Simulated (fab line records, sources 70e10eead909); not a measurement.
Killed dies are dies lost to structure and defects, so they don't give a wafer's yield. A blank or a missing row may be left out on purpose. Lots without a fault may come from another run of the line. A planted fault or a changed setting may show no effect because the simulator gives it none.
Tool commonality check | flow nand_harc | 14 lots, 48 wafers sampled

WHY IT WAS OPENED
At NHARC_A_ONON_D2_THK_MEAS_30 the reading thk_nm is flagged on 2 of 14 lots. Wafers without a fault read 1000 nm, standard deviation 11.
Rule: a lot is flagged when every wafer of it that has a number lies more than 4 standard deviations from that mean, or none has a number. The other lots count as sound.

lot  | measured     | on            | thk_nm (nm), wafer by wafer   | flag
L297 | day 13 07:49 | film_metro-02 | 996 996 995                   |
L296 | day 13 07:50 | film_metro-01 | 990 992 989                   |
L299 | day 14 05:16 | film_metro-02 | 1004 1002 1003                |
L300 | day 14 18:28 | film_metro-01 | 1008 1011 1011                |
L304 | day 16 01:58 | film_metro-01 | 993 995 995                   |
L302 | day 16 01:59 | film_metro-02 | 1000 1001 1000                |
L303 | day 16 07:54 | film_metro-02 | 986 984 986                   |
L305 | day 17 07:02 | film_metro-02 | 999 1000 998                  |
L306 | day 17 14:37 | film_metro-01 | 1015 1016 1017                |
L308 | day 18 14:57 | film_metro-01 | 1012 1011 1010                |
L310 | day 19 05:31 | film_metro-02 | 1195 1197 1196 1197 1197 1197 | FLAGGED
L312 | day 19 17:25 | film_metro-01 | 1202 1201 1200 1202 1200 1202 | FLAGGED
L317 | day 21 08:24 | film_metro-01 | 988 988 989                   |
L319 | day 22 16:58 | film_metro-01 | 991 991 990                   |
The numbers of the flagged lots are 1199 nm on average: +199 nm against the usual, or +18 standard deviations.

WHICH TOOL RAN EACH LOT
The record holds 1 process step before the reading, out of a route of 1302 steps. In each cell: the tool, then ch and the chambers that the sampled wafers went through, then the start.
lot  | flag    | NHARC_A_ONON_D2_DEP_28
L297 |         | pecvd_onon-04 ch 0, day 13 07:25
L296 |         | pecvd_onon-03 ch 0, day 13 07:19
L299 |         | pecvd_onon-01 ch 0, day 14 04:49
L300 |         | pecvd_onon-01 ch 0, day 14 18:01
L304 |         | pecvd_onon-04 ch 0, day 16 01:26
L302 |         | pecvd_onon-01 ch 0, day 16 01:35
L303 |         | pecvd_onon-03 ch 0, day 16 07:23
L305 |         | pecvd_onon-03 ch 0, day 17 06:31
L306 |         | pecvd_onon-01 ch 0, day 17 14:06
L308 |         | pecvd_onon-01 ch 0, day 18 14:26
L310 | FLAGGED | pecvd_onon-01 ch 0, day 19 05:01
L312 | FLAGGED | pecvd_onon-01 ch 0, day 19 16:53
L317 |         | pecvd_onon-03 ch 0, day 21 07:53
L319 |         | pecvd_onon-04 ch 0, day 22 16:27
What these steps do:
- NHARC_A_ONON_D2_DEP_28: target thk 1000 nm.
- NHARC_A_ONON_D2_THK_MEAS_30: measures by ellipsometry.

FLAGGED OVER TOTAL, TOOL BY TOOL (the gauges that took the reading come last)
step                        | tool          | lots run | flagged | share of the flagged lots | sound lots run after its first flagged lot
NHARC_A_ONON_D2_DEP_28      | pecvd_onon-01 | 7        | 2       | all                       | 0
NHARC_A_ONON_D2_DEP_28      | pecvd_onon-03 | 4        | 0       | none                      | -
NHARC_A_ONON_D2_DEP_28      | pecvd_onon-04 | 3        | 0       | none                      | -
NHARC_A_ONON_D2_THK_MEAS_30 | film_metro-01 | 8        | 1       | some                      | 2 (L317,L319)
NHARC_A_ONON_D2_THK_MEAS_30 | film_metro-02 | 6        | 1       | some                      | 0

WHAT THE TABLE ALLOWS
1 row of the table ran every flagged lot: pecvd_onon-01 at NHARC_A_ONON_D2_DEP_28.
- pecvd_onon-01 at NHARC_A_ONON_D2_DEP_28: 2 of its 7 lots flagged. Its last sound lot is L308 (day 18 14:26), its first flagged lot L310 (day 19 05:01): a fault that began between those two fits.
One tool is left: pecvd_onon-01 at NHARC_A_ONON_D2_DEP_28.

WHAT THE SIMULATOR HAD PUT IN
Process parameter drift: pecvd_onon-01, from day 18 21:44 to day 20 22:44, at NHARC_A_ONON_D2_DEP_28. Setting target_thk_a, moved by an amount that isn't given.
Lots struck among those shown: L310, L312. The rule above found the same.
